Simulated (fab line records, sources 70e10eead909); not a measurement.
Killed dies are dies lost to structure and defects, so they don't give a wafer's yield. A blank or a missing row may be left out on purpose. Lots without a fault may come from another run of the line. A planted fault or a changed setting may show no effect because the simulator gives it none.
Which tool did it? | flow nand_harc | 12 lots, 36 wafers sampled, at 5 steps of a route of 1159

WHAT THE GAUGES READ, wafer by wafer
NHARC_END_SORT_01.
lot  | measured     | on        | killed_at_array | killed_at_other | killed_at_periphery | killed_dies | killed_open | killed_short
L472 | day 22 04:53 | prober-01 | 31 49 30        | 2 1 1           | 2 5 4               | 35 55 35    | 3 6 4       | 6 5 4
L474 | day 22 14:40 | prober-01 | 35 43 296       | 0 0 0           | 4 2 3               | 39 45 299   | 2 1 4       | 2 3 0

WHICH TOOL RAN EACH LOT (tool, then ch and the chambers of the sampled wafers, then the start)
lot  | NHARC_A_STAIRCASE_DESCUM_186       | NHARC_A_STAIRCASE_TRIM_191         | NHARC_A_STAIRCASE_ETCH_197                    | NHARC_A_STAIRCASE_ETCH_201
L459 | rie_diel-05 ch 0,1,3, day 11 02:10 | rie_diel-05 ch 1,2, day 11 02:53   | rie_diel-05 ch 0,1,3, no start                | rie_diel-05 ch 0,3, no start
L461 | rie_diel-04 ch 0,2,3, day 11 09:16 | rie_diel-04 ch 0,1,2, day 11 09:49 | rie_diel-04 ch 0,2,3, no start                | rie_diel-04 ch 0,2,3, no start
L460 | rie_diel-05 ch 1,2,3, day 11 10:20 | rie_diel-05 ch 0,3, day 11 10:53   | rie_diel-04 ch 1,2, no start                  | rie_diel-04 ch 0,1,2, no start
L462 | rie_diel-05 ch 0,2, day 11 15:08   | rie_diel-05 ch 0,1,3, day 11 15:58 | rie_diel-06 ch 2,3, no start                  | rie_diel-06 ch 2,3, no start
L463 | rie_diel-06 ch 1,2,3, day 12 00:02 | rie_diel-06 ch 0,2,3, day 12 00:35 | rie_diel-06 ch 0,1,2, no start                | rie_diel-06 ch 0,1,3, no start
L466 | rie_diel-05 ch 1,3, day 12 18:09   | rie_diel-05 ch 0,2,3, day 12 18:43 | rie_diel-05 ch 0,1,2, no start                | rie_diel-05 ch 0,2,3, no start
L471 | rie_diel-06 ch 0,1,2, day 13 23:29 | rie_diel-06 ch 1,2,3, day 14 00:02 | rie_diel-04 ch 0,1, no start                  | rie_diel-04 ch 0,3, no start
L473 | rie_diel-06 ch 1,3, day 14 00:26   | rie_diel-06 ch 0,1,3, day 14 01:01 | rie_diel-05 ch 0,1, no start                  | rie_diel-05 ch 2,3, no start
L472 | rie_diel-06 ch 1,3, day 14 04:45   | rie_diel-06 ch 0,2, day 14 05:23   | rie_diel-06 ch 0,2,3, day 22 04:53 or earlier | rie_diel-06 ch 0,1, day 22 04:53 or earlier
L474 | rie_diel-06 ch 0,1,2, day 14 18:59 | rie_diel-06 ch 1,2,3, day 14 19:32 | rie_diel-04 ch 0,3, day 22 14:40 or earlier   | rie_diel-04 ch 0,1,2, day 22 14:40 or earlier
L480 | rie_diel-05 ch 1,2, day 16 19:13   | rie_diel-05 ch 0,1,2, day 16 19:48 | rie_diel-04 ch 0,1,3, no start                | rie_diel-04 ch 0,1,3, no start
L481 | rie_diel-06 ch 1,2, day 16 23:41   | rie_diel-06 ch 1,2,3, day 17 00:16 | rie_diel-06 ch 0,1,2, no start                | rie_diel-06 ch 0,1,3, no start
- NHARC_A_STAIRCASE_DESCUM_186: chemistry O2, time 3 s.
- NHARC_A_STAIRCASE_TRIM_191: chemistry O2, time 211.2 s.
- NHARC_A_STAIRCASE_ETCH_197: etches the open film in C4F8/O2, target depth 100 nm, time 40.5 s.
- NHARC_A_STAIRCASE_ETCH_201: etches the open film in C4F8/O2, target depth 100 nm, time 40.5 s.

WHAT THE TOOLS THEMSELVES READ (means of the sampled wafers that have a number; where no wafer has one, the mark that the record gives instead)
NHARC_A_STAIRCASE_DESCUM_186.
lot  | tool        | drypump_motor_current_A (A) | oes_product_au (a.u.) | rf_vpp_V (V) | showerhead_plenum_p_Torr (Torr) | throttle_valve_pct (%)
L459 | rie_diel-05 | 5.74                        | 1.003                 | 57.6         | 1.90                            | 11.307
L461 | rie_diel-04 | 5.78                        | 0.996                 | 58.3         | 2.00                            | 11.312
L460 | rie_diel-05 | 5.62                        | 0.995                 | 57.3         | 1.93                            | 11.308
L462 | rie_diel-05 | 5.58                        | 0.998                 | 57.3         | 1.83                            | 11.308
L463 | rie_diel-06 | 5.89                        | 0.999                 | 57.5         | 1.86                            | 11.315
L466 | rie_diel-05 | 5.77                        | 0.990                 | 57.9         | 1.90                            | 11.305
L471 | rie_diel-06 | 5.83                        | 0.998                 | 57.0         | 1.79                            | 11.316
L473 | rie_diel-06 | 5.91                        | 1.008                 | 57.8         | 1.92                            | 11.305
L472 | rie_diel-06 | 5.89                        | 1.009                 | 58.5         | 1.92                            | 11.314
L474 | rie_diel-06 | 5.83                        | 0.996                 | 57.7         | 1.79                            | 11.305
L480 | rie_diel-05 | 5.47                        | 0.997                 | 57.6         | 1.86                            | 11.310
L481 | rie_diel-06 | 5.86                        | 0.994                 | 57.8         | 1.79                            | 11.308

NHARC_A_STAIRCASE_TRIM_191.
lot  | tool        | drypump_motor_current_A (A) | oes_product_au (a.u.) | rf_vpp_V (V) | run_length_s (s) | showerhead_plenum_p_Torr (Torr) | throttle_valve_pct (%)
L459 | rie_diel-05 | 5.48                        | 0.996                 | 57.4         | 232.4            | 3.46                            | 17.047
L461 | rie_diel-04 | 5.61                        | 0.995                 | 58.1         | 232.4            | 3.63                            | 17.039
L460 | rie_diel-05 | 5.73                        | 1.003                 | 58.2         | 232.7            | 3.48                            | 17.037
L462 | rie_diel-05 | 5.77                        | 0.997                 | 57.4         | 232.8            | 3.50                            | 17.029
L463 | rie_diel-06 | 5.69                        | 1.006                 | 57.3         | 232.2            | 3.43                            | 17.043
L466 | rie_diel-05 | 5.62                        | 0.998                 | 58.9         | 232.7            | 3.54                            | 17.039
L471 | rie_diel-06 | 5.90                        | 0.995                 | 57.9         | 232.2            | 3.43                            | 17.033
L473 | rie_diel-06 | 5.87                        | 1.009                 | 57.9         | 231.9            | 3.42                            | 17.030
L472 | rie_diel-06 | 5.67                        | 0.988                 | 58.2         | 254.9            | 3.32                            | 17.031
L474 | rie_diel-06 | 5.90                        | 1.005                 | 57.6         | 255.1            | 3.43                            | 17.037
L480 | rie_diel-05 | 5.60                        | 0.998                 | 57.7         | 232.3            | 3.38                            | 17.031
L481 | rie_diel-06 | 5.91                        | 0.997                 | 57.1         | 232.2            | 3.42                            | 17.029

NHARC_A_STAIRCASE_ETCH_197.
lot  | tool        | oes_product_au (a.u.) | rf_vpp_V (V)
L459 | rie_diel-05 | 0.936                 | 895
L461 | rie_diel-04 | 0.942                 | 902
L460 | rie_diel-04 | 0.929                 | 898
L462 | rie_diel-06 | 0.948                 | 897
L463 | rie_diel-06 | 0.937                 | 889
L466 | rie_diel-05 | 0.931                 | 890
L471 | rie_diel-04 | 0.930                 | 898
L473 | rie_diel-05 | 0.948                 | 890
L472 | rie_diel-06 | 0.937                 | 892
L474 | rie_diel-04 | 0.943                 | 899
L480 | rie_diel-04 | 0.943                 | 898
L481 | rie_diel-06 | 0.942                 | 889

NHARC_A_STAIRCASE_ETCH_201.
lot  | tool        | oes_product_au (a.u.) | rf_vpp_V (V)
L459 | rie_diel-05 | 0.950                 | 894
L461 | rie_diel-04 | 0.938                 | 902
L460 | rie_diel-04 | 0.944                 | 899
L462 | rie_diel-06 | 0.965                 | 897
L463 | rie_diel-06 | 0.943                 | 893
L466 | rie_diel-05 | 0.950                 | 896
L471 | rie_diel-04 | 0.926                 | 899
L473 | rie_diel-05 | 0.954                 | 898
L472 | rie_diel-06 | 0.960                 | 888
L474 | rie_diel-04 | 0.932                 | 900
L480 | rie_diel-04 | 0.942                 | 897
L481 | rie_diel-06 | 0.930                 | 892

THE ANSWER, worked out from the rows above alone
Rule: what is usual is taken from the lots themselves. Put in order of their means at a reading, lots are off if they are a third of the lots or fewer, leave a main group of 4 or more, and stand apart from it by a gap of 3 or more times the standard deviation of the main group's means; of several such gaps the widest counts. A main group whose means are all the same, to the digits that the tables above print for the reading, isn't used. A lot without any number at a reading at which 4 lots or more have one is off too. The other lots that the step has rows for count as sound. The gauges are gone through in route order, then the tools' own readings, and for those a lot's mean is taken as printed above. The first step at which some lot is off is used, and at that step the reading that is off furthest; a lot without a number counts as furthest.
Off: L472, L474, at NHARC_A_STAIRCASE_TRIM_191 (run_length_s). The main group: mean 232.4 s, standard deviation 0.27.
A tool fits if, at that step or a process step before it, it ran every lot that is off, and no sound lot after the first of them. None of those tried fits.

WHAT THE SIMULATOR HAD PUT IN
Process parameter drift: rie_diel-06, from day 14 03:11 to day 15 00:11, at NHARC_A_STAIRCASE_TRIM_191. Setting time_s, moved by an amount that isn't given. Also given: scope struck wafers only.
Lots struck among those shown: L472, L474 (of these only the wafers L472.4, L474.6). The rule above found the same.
